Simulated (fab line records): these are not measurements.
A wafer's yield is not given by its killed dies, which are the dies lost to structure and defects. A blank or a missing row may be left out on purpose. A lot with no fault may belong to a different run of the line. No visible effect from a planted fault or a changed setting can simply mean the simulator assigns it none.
fab line records	flow n5_finfet
[record] lots = 7	wafers = 39
route steps=1938 shown WELL_APT@32 DUMMY_GATE@220 GATE_CUT@466 MOL_CONTACT_COAG@599
start_h: start of the lot's first displayed wafer, in hours after the record's first day	wait_h: hours from the lot's prior step to this one	" same as the row above	L1.1+2: a row that stands for several wafers	- either no value or no given start	* or withheld: withheld	< > ~ a bound
route shown NAME@n: names a module that has steps shown in the file, with the first one's number in the route	usual: mean and standard deviation over wafers with no fault	same: alike in all rows	chamber/n: place in a boat	sites: the reading at each site	_std_site: how widely they spread, as a standard deviation	_edge_site: mean of outer sites minus mean of inner sites	radius_mm: for every site, how far away it sits from the centre of the wafer	mask NAME#n: copy n	behind: tool/chamber where the wafer was last shaped	hold: why the lot was held/for how many hours/how that ended	device: the n, p or np transistor that did not switch	end of line: the route-end tests of the same wafers	a step without rows: its recipe alone	killed: the dies lost at the first sort to structure and to defects; this is not the yield of the wafer	map: a wafer's dies, marking killed ones x, the rest . and places with no die _
set.NAME: setting as actually run; set.NAME@STEP: the setting as run at that earlier step	model.NAME: the simulator's own value behind a step, which no gauge read
lots run with intentionally changed settings; tables by step, rows by wafer
[[steps]]
[step N5_WELL_APT_IMPLANT_14]
[recipe] species = P	energy_kev = 160	dose_cm2 = 1.5e+13	tilt_deg = 0	rotation_deg = 0
lot.wafer	tool	chamber	start_h	wait_h	set.energy_kev	model.implant.rp_nm	model.implant.drp_nm
L074.1+2+5	implanter-01	0	14.19	0.1	160	203	65.9
L075.1+3+6	implanter-02	0	20.17	0.1	176.9	223.7	70.99
L075.2+4+5	"	0	"	"	160	201.7	65.9
L080.1+2+6	implanter-02	0	49.87	0.1	160	203.2	65.9
L080.3+4+5	"	0	"	"	168.3	214	68.39
L089.1+3+5	implanter-01	0	104.12	0.1	160	204.4	65.9
L089.2+4+6	"	0	"	"	176.1	225.6	70.75
L095.1+2+3+4+5+6	implanter-01	0	140.08	0.1	160	199.3	65.9
L096.1+2+6	implanter-01	0	146.06	0.1	160	204.6	65.9
L096.3+4+5	"	0	"	"	167.3	214.2	68.09
L097.1+2+5	implanter-01	0	151.91	0.1	169.1	219.7	68.63
L097.3+4+6	"	0	"	"	160	207.5	65.9
[step N5_WELL_APT_IMPLANT_15]
[recipe] species = As	energy_kev = 25	dose_cm2 = 1.5e+13	tilt_deg = 0	rotation_deg = 0
lot.wafer	tool	chamber	start_h	wait_h	set.energy_kev	model.implant.rp_nm	model.implant.drp_nm
L074.1+2+5	implanter-01	0	14.37	0.1	25	18.83	8.457
L075.1+5+6	implanter-02	0	20.35	0.1	27.71	20.2	9.102
L075.2+3+4	"	0	"	"	25	18.7	8.457
L080.1+2+3	implanter-02	0	50.05	0.1	28.66	21.01	9.326
L080.4+5+6	"	0	"	"	25	18.96	8.457
L089.1+5+6	implanter-01	0	104.30	0.1	21.13	16.33	7.515
L089.2+3+4	"	0	"	"	25	18.49	8.457
L095.1+2+3	implanter-01	0	140.26	0.1	23.79	17.87	8.166
L095.4+5+6	"	0	"	"	25	18.54	8.457
L096.1+2+5	implanter-01	0	146.24	0.1	23.04	18.08	7.984
L096.3+4+6	"	0	"	"	25	19.21	8.457
L097.1+2+3	implanter-01	0	152.09	0.1	25	18.67	8.457
L097.4+5+6	"	0	"	"	28.54	20.62	9.298
[step N5_DUMMY_GATE_HM_DEP_06]
[recipe] material = SiNx	target_thk_a = 800	precursor = DCS/NH3	temp_c = 700	pressure_mtorr = 300	time_s = 5141
lot.wafer	tool	chamber	start_h	wait_h	set.target_thk_a	model.SiNx_of_DUMMY_GATE_HM_DEP_06.thk_nm
L074.1	lpcvd-02	0/40	41.18	0.0	800	79.6
L074.2	"	0/45	"	"	800	79.8
L074.5	"	0/59	"	"	800	80
L075.1+3+4	-	-	-	0.0	731.3	73.2
L075.2	"	-	"	"	731.3	72.8
L075.5	"	-	"	"	731.3	72.4
L075.6	"	-	"	"	731.3	73
L080.1	-	-	-	0.0	877.1	88
L080.2	"	-	"	"	877.1	88.4
L080.3	"	-	"	"	877.1	87.6
L080.4	"	-	"	"	877.1	87.2
L080.5	"	-	"	"	877.1	87.4
L080.6	"	-	"	"	877.1	87.8
L089.1+6	-	-	-	0.0	727	72.4
L089.2+3+4+5	"	-	"	"	727	73
L095.1+2	-	-	-	0.0	800	80.6
L095.3	"	-	"	"	800	80.4
L095.4+6	"	-	"	"	800	80.8
L095.5	"	-	"	"	800	80
L096.1+4	-	-	-	0.0	800	79.4
L096.2+5	"	-	"	"	800	78.6
L096.3	"	-	"	"	800	78.8
L096.6	"	-	"	"	800	79
L097.1	-	-	-	0.0	887.3	89
L097.2+3+5	"	-	"	"	887.3	89.8
L097.4	"	-	"	"	887.3	89.6
L097.6	"	-	"	"	887.3	89.4
[step N5_DUMMY_GATE_EXPOSE_12]
[recipe] mask_id = GATE	na = 0.33	source_shape = annular	sigma_inner = 0.2	sigma_outer = 0.6	polarization = unpolarized	target_cd_nm = 25	dose_mj = 34
lot.wafer	tool	chamber	start_h	wait_h	mask	set.dose_mj
L074.1+2+5	euv_scanner-01	0	45.32	-	GATE#0	34
L075.1+4+5	euv_scanner-02	0	50.91	-	GATE#0	34
L075.2+3+6	"	0	"	"	GATE#0	35.28
L080.1+2+3+4+5+6	euv_scanner-02	0	83.77	-	GATE#0	34
L089.1+2+5	euv_scanner-01	0	137.93	-	GATE#0	34
L089.3+4+6	"	0	"	"	GATE#0	36.44
L095.1+3+4	euv_scanner-02	0	171.72	-	GATE#0	34
L095.2+5+6	"	0	"	"	GATE#0	35.42
L096.1+2+3+4+5+6	euv_scanner-01	0	177.68	-	GATE#0	34
L097.1+2+6	euv_scanner-01	0	183.15	-	GATE#0	34
L097.3+4+5	"	0	"	"	GATE#0	31.92
[step N5_DUMMY_GATE_PEB_13]
[recipe] peb_temp_c = 100	peb_time_s = 60	resist = CAR-EUV
[step N5_DUMMY_GATE_DEVELOP_14]
[recipe] develop_time_s = 30	developer = TMAH	resist = CAR-EUV	rinse_liquid = surfactant_rinse	dry = air_spin	dev_temp_c = 23
[step N5_DUMMY_GATE_CD_MEAS_15]
[recipe] target_cd_nm = 25.8	landing_energy_ev = 500	detector = se_inlens
[usual] cd_nm = 25.01/0.21
lot.wafer	tool	chamber	start_h	wait_h	set.dose_mj@DUMMY_GATE_EXPOSE_12	cd_nm
L074.1	cd_sem-03	0	45.44	-	34	25.31
L074.2	"	0	"	"	34	24.94
L074.5	"	0	"	"	34	25.14
L075.1	cd_sem-02	0	51.03	-	34	24.93
L075.2	"	0	"	"	35.28	24.03
L075.3	"	0	"	"	35.28	24.37
L075.4	"	0	"	"	34	25.10
L075.5	"	0	"	"	34	25.32
L075.6	"	0	"	"	35.28	24.34
L080.1	cd_sem-01	0	83.89	-	34	24.85
L080.2	"	0	"	"	34	25.15
L080.3	"	0	"	"	34	25.24
L080.4	"	0	"	"	34	24.98
L080.5	"	0	"	"	34	25.00
L080.6	"	0	"	"	34	25.30
L089.1	cd_sem-03	0	138.05	-	34	25.49
L089.2	"	0	"	"	34	24.86
L089.3	"	0	"	"	36.44	23.84
L089.4	"	0	"	"	36.44	24.11
L089.5	"	0	"	"	34	25.07
L089.6	"	0	"	"	36.44	24.24
L095.1	cd_sem-02	0	171.85	-	34	25.25
L095.2	"	0	"	"	35.42	24.51
L095.3	"	0	"	"	34	24.90
L095.4	"	0	"	"	34	25.61
L095.5	"	0	"	"	35.42	24.23
L095.6	"	0	"	"	35.42	24.31
L096.1	cd_sem-02	0	177.81	-	34	25.00
L096.2	"	0	"	"	34	25.07
L096.3	"	0	"	"	34	24.77
L096.4	"	0	"	"	34	25.09
L096.5	"	0	"	"	34	24.58
L096.6	"	0	"	"	34	24.69
L097.1	cd_sem-03	0	183.28	-	34	24.91
L097.2	"	0	"	"	34	24.90
L097.3	"	0	"	"	31.92	26.28
L097.4	"	0	"	"	31.92	26.29
L097.5	"	0	"	"	31.92	26.14
L097.6	"	0	"	"	34	25.02
[step N5_DUMMY_GATE_STRIP_38]
[recipe] chemistry = N2/H2	temp_c = 40	n2_flow_sccm = 200	h2_flow_sccm = 200	rf_frequency_hz = 6e+07
[step N5_DUMMY_GATE_STRIP_39]
[recipe] chemistry = N2/H2	temp_c = 40	n2_flow_sccm = 200	h2_flow_sccm = 200	rf_frequency_hz = 6e+07
[step N5_DUMMY_GATE_TRIM_49]
[recipe] chemistry = O2	resist = SOC	time_s = 29	target_cd_nm = 14	source_power_w = 300	bias_power_w = 0	O2_flow_sccm = 100	temp_c = 20
lot.wafer	tool	chamber	start_h	wait_h	set.dose_mj@DUMMY_GATE_EXPOSE_12	model.DUMMY_GATE.cd_nm
L074.1	rie_si-02	0	45.80	0.0	34	13.6
L074.2	"	3	"	"	34	14.2
L074.5	"	3	"	"	34	14
L075.1+4	rie_si-05	1,2	51.39	0.0	34	14.2
L075.2+6	"	3,1	"	"	35.28	13.2
L075.3	"	0	"	"	35.28	13.4
L075.5	"	0	"	"	34	14
L080.1	rie_si-03	3	84.58	0.0	34	13.6
L080.2+6	"	2,1	"	"	34	13.8
L080.3	"	0	"	"	34	13.4
L080.4	"	1	"	"	34	14
L080.5	"	0	"	"	34	13.2
L089.1+2	rie_si-03	0,2	138.45	0.0	34	14
L089.3	"	3	"	"	36.44	13.2
L089.4+6	"	1,2	"	"	36.44	13
L089.5	"	1	"	"	34	14.2
L095.1	rie_si-05	3	172.21	0.0	34	14.4
L095.2	"	2	"	"	35.42	13.4
L095.3	"	0	"	"	34	14
L095.4	"	1	"	"	34	14.6
L095.5+6	"	0,1	"	"	35.42	13.6
L096.1	rie_si-02	2	178.16	0.0	34	14
L096.2	"	3	"	"	34	14.6
L096.3+4+5+6	"	1,0,3,2	"	"	34	14.2
L097.1	rie_si-03	3	183.64	0.0	34	13.8
L097.2	"	2	"	"	34	13.2
L097.3	"	1	"	"	31.92	15.2
L097.4	"	0	"	"	31.92	14.8
L097.5	"	3	"	"	31.92	15
L097.6	"	0	"	"	34	13.6
[step N5_DUMMY_GATE_ETCH_31]
[recipe] chemistry = C4F6/O2	target = SiO2	mask_material = SOC	target_depth_a = 825	time_s = 27.5	ion_energy_ev = 250	pressure_mtorr = 30	source_w = 345	bias_w = 185	Ar_flow_sccm = 300	C4F6_flow_sccm = 10	O2_flow_sccm = 10
lot.wafer	tool	chamber	start_h	wait_h	set.target_depth_a	model.etch.depth_nm	model.SOC_of_DUMMY_GATE_COAT_34.thk_nm
L074.1	rie_diel-01	3	46.00	0.0	825	80.25	52.4
L074.2	"	0	"	"	825	84.09	51.8
L074.5	"	0	"	"	825	84.91	52
L075.1	rie_diel-06	1	51.59	0.0	740.6	72.47	52.8
L075.2	"	3	"	"	740.6	75.13	52.6
L075.3	"	0	"	"	825	80.87	52
L075.4	"	2	"	"	825	79.55	52
L075.5	"	1	"	"	740.6	72.49	52.8
L075.6	"	0	"	"	825	80.54	52
L080.1	rie_diel-03	2	84.78	0.0	863.9	85.93	51.4
L080.2	"	3	"	"	863.9	87.37	51.2
L080.3	"	0	"	"	825	82.06	51.8
L080.4	"	2	"	"	863.9	85.51	51.4
L080.5	"	0	"	"	825	81.96	51.8
L080.6	"	3	"	"	825	83.67	51.6
L089.1	rie_diel-06	1	138.65	0.0	825	81.48	52.2
L089.2	"	3	"	"	825	83.49	52.2
L089.3	"	0	"	"	825	80.59	52.4
L089.4	"	2	"	"	743.4	75.48	52.8
L089.5	"	2	"	"	743.4	76.05	52.6
L089.6	"	1	"	"	743.4	73.39	53
L095.1	rie_diel-03	1	172.40	0.0	825	82.31	52
L095.2	"	2	"	"	825	81.71	52.2
L095.3	"	3	"	"	792.7	79.8	52.4
L095.4	"	0	"	"	792.7	78.56	52.6
L095.5	"	0	"	"	792.7	77.08	52.6
L095.6	"	1	"	"	825	82.75	52
L096.1	rie_diel-03	1	178.36	0.0	748.3	73.13	52.8
L096.2	"	3	"	"	825	82.05	52.2
L096.3	"	2	"	"	748.3	72.26	53.2
L096.4	"	0	"	"	748.3	71.97	53
L096.5	"	0	"	"	825	79.7	52.2
L096.6	"	1	"	"	825	80.8	52.2
L097.1	rie_diel-06	0	183.83	0.0	746.5	72.96	52.6
L097.2	"	1	"	"	825	79.54	52
L097.3	"	3	"	"	746.5	75.24	52.4
L097.4	"	2	"	"	825	83.34	51.4
L097.5	"	2	"	"	825	83.5	51.4
L097.6	"	3	"	"	746.5	75.29	52.2
[step N5_GATE_CUT_ETCH_56]
[recipe] chemistry = Cl2/Ar	target = TiN	target_depth_a = 216	pressure_mtorr = 10	icp_w = 600	bias_w = 60	Cl2_flow_sccm = 40	Ar_flow_sccm = 60
lot.wafer	tool	chamber	start_h	wait_h	set.target_depth_a	model.etch.depth_nm
L074.1	rie_metal-01	1	81.31	0.1	216	21.55
L074.2	"	0	"	"	216	21.6
L074.5	"	1	"	"	216	21.36
L075.1	rie_metal-02	0	84.02	0.1	216	21.17
L075.2	"	1	"	"	216	20.59
L075.3	"	1	"	"	216	20.37
L075.4	"	0	"	"	216	20.98
L075.5	"	0	"	"	216	21.13
L075.6	"	1	"	"	216	20.58
L080.1	rie_metal-03	1	117.89	0.1	216	20.75
L080.2	"	0	"	"	216	20.89
L080.3	"	1	"	"	216	20.48
L080.4	"	0	"	"	216	20.96
L080.5	"	1	"	"	216	20.66
L080.6	"	0	"	"	216	20.92
L089.1	rie_metal-03	0	172.00	0.1	238.3	22.8
L089.2	"	1	"	"	216	20.72
L089.3	"	0	"	"	216	20.73
L089.4	"	1	"	"	238.3	22.73
L089.5	"	1	"	"	216	20.68
L089.6	"	0	"	"	238.3	23.08
L095.1	rie_metal-01	1	209.45	0.1	228.1	22.82
L095.2	"	0	"	"	228.1	22.98
L095.3	"	0	"	"	216	21.6
L095.4	"	1	"	"	216	21.94
L095.5	"	1	"	"	228.1	23.06
L095.6	"	0	"	"	216	21.67
L096.1	rie_metal-03	1	212.62	0.1	216	20.74
L096.2	"	0	"	"	198.1	19.23
L096.3	"	0	"	"	198.1	19.16
L096.4	"	1	"	"	216	20.49
L096.5	"	1	"	"	198.1	18.94
L096.6	"	0	"	"	216	20.76
L097.1	rie_metal-03	1	219.88	0.1	216	20.85
L097.2	"	0	"	"	216	21.29
L097.3	"	0	"	"	216	21.21
L097.4	"	1	"	"	216	20.8
L097.5	"	0	"	"	216	21.12
L097.6	"	1	"	"	216	20.75
[step N5_MOL_CONTACT_COAG_EXPOSE_37]
[recipe] mask_id = VD	na = 0.33	source_shape = annular	sigma_inner = 0.3	sigma_outer = 0.7	polarization = unpolarized	defocus_nm = 0	dose_mj = 62
lot.wafer	tool	chamber	start_h	wait_h	mask	set.dose_mj
L074.1+2+5	euv_scanner-01	0	102.59	-	VD#0	62
L075.1+2+3	euv_scanner-02	0	103.51	-	VD#0	62
L075.4+5+6	"	0	"	"	VD#0	66.9
L080.1+2+6	euv_scanner-02	0	138.52	-	VD#0	62
L080.3+4+5	"	0	"	"	VD#0	63.47
L089.1+3+5	euv_scanner-02	0	195.70	-	VD#0	59.01
L089.2+4+6	"	0	"	"	VD#0	62
L095.1+2+3	euv_scanner-02	0	228.55	-	VD#0	64.62
L095.4+5+6	"	0	"	"	VD#0	62
L096.1+2+3+4+5+6	euv_scanner-02	0	231.98	-	VD#0	62
L097.1+5+6	euv_scanner-02	0	236.04	-	VD#0	62
L097.2+3+4	"	0	"	"	VD#0	64.23
[step N5_MOL_CONTACT_COAG_PEB_38]
[recipe] peb_temp_c = 100	peb_time_s = 60	resist = CAR-EUV
[step N5_MOL_CONTACT_COAG_DEVELOP_39]
[recipe] develop_time_s = 30	developer = TMAH	resist = CAR-EUV	rinse_liquid = surfactant_rinse	dry = air_spin	dev_temp_c = 23
[step N5_MOL_CONTACT_COAG_CD_MEAS_40]
[recipe] target_cd_nm = 25.1	landing_energy_ev = 500	detector = se_inlens	polarity = opening
[usual] cd_nm = 25.03/0.21
lot.wafer	tool	chamber	start_h	wait_h	set.dose_mj@MOL_CONTACT_COAG_EXPOSE_37	cd_nm
L074.1	cd_sem-02	0	102.74	-	62	25.22
L074.2	"	0	"	"	62	25.45
L074.5	"	0	"	"	62	25.08
L075.1	cd_sem-01	0	103.65	-	62	24.72
L075.2	"	0	"	"	62	25.19
L075.3	"	0	"	"	62	24.66
L075.4	"	0	"	"	66.9	26.36
L075.5	"	0	"	"	66.9	26.40
L075.6	"	0	"	"	66.9	26.33
L080.1	cd_sem-02	0	138.67	-	62	24.97
L080.2	"	0	"	"	62	25.29
L080.3	"	0	"	"	63.47	25.80
L080.4	"	0	"	"	63.47	25.42
L080.5	"	0	"	"	63.47	25.17
L080.6	"	0	"	"	62	24.98
L089.1	cd_sem-02	0	195.84	-	59.01	24.34
L089.2	"	0	"	"	62	25.12
L089.3	"	0	"	"	59.01	24.18
L089.4	"	0	"	"	62	25.30
L089.5	"	0	"	"	59.01	24.44
L089.6	"	0	"	"	62	24.89
L095.1	cd_sem-01	0	228.70	-	64.62	25.80
L095.2	"	0	"	"	64.62	25.90
L095.3	"	0	"	"	64.62	25.57
L095.4	"	0	"	"	62	24.55
L095.5	"	0	"	"	62	24.98
L095.6	"	0	"	"	62	24.96
L096.1	cd_sem-01	0	232.12	-	62	24.90
L096.2	"	0	"	"	62	25.34
L096.3	"	0	"	"	62	25.12
L096.4	"	0	"	"	62	24.69
L096.5	"	0	"	"	62	24.96
L096.6	"	0	"	"	62	25.05
L097.1	cd_sem-03	0	236.19	-	62	25.06
L097.2	"	0	"	"	64.23	25.69
L097.3	"	0	"	"	64.23	25.64
L097.4	"	0	"	"	64.23	25.65
L097.5	"	0	"	"	62	25.12
L097.6	"	0	"	"	62	24.61
[[key]]
[split] step = N5_WELL_APT_IMPLANT_14	setting = energy_kev	stated = 160	by = wafer
[response] step = N5_WELL_APT_IMPLANT_14	reading = model.implant.rp_nm	change = +2.1	per = 1%	r = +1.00
[response] step = N5_WELL_APT_IMPLANT_14	reading = model.implant.drp_nm	change = +0.481	per = 1%	r = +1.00
[split] step = N5_WELL_APT_IMPLANT_15	setting = energy_kev	stated = 25	by = wafer
[response] step = N5_WELL_APT_IMPLANT_15	reading = model.implant.rp_nm	change = +0.139	per = 1%	r = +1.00
[response] step = N5_WELL_APT_IMPLANT_15	reading = model.implant.drp_nm	change = +0.0599	per = 1%	r = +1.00
[split] step = N5_DUMMY_GATE_HM_DEP_06	setting = target_thk_a	stated = 800	by = lot
[response] step = N5_DUMMY_GATE_HM_DEP_06	reading = model.SiNx_of_DUMMY_GATE_HM_DEP_06.thk_nm	change = +0.827	per = 1%	r = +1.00
[split] step = N5_DUMMY_GATE_EXPOSE_12	setting = dose_mj	stated = 34	by = wafer
[response] step = N5_DUMMY_GATE_CD_MEAS_15	reading = cd_nm	change = -0.189	per = 1%	r = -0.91
[response] step = N5_DUMMY_GATE_TRIM_49	reading = model.DUMMY_GATE.cd_nm	change = -0.189	per = 1%	r = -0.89
[split] step = N5_DUMMY_GATE_ETCH_31	setting = target_depth_a	stated = 825	by = wafer
[response] step = N5_DUMMY_GATE_ETCH_31	reading = model.etch.depth_nm	change = +0.773	per = 1%	r = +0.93
[response] step = N5_DUMMY_GATE_ETCH_31	reading = model.SOC_of_DUMMY_GATE_COAT_34.thk_nm	change = -0.0756	per = 1%	r = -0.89
[split] step = N5_GATE_CUT_ETCH_56	setting = target_depth_a	stated = 216	by = wafer
[response] step = N5_GATE_CUT_ETCH_56	reading = model.etch.depth_nm	change = +0.203	per = 1%	r = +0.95
[split] step = N5_MOL_CONTACT_COAG_EXPOSE_37	setting = dose_mj	stated = 62	by = wafer
[response] step = N5_MOL_CONTACT_COAG_CD_MEAS_40	reading = cd_nm	change = +0.189	per = 1%	r = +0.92
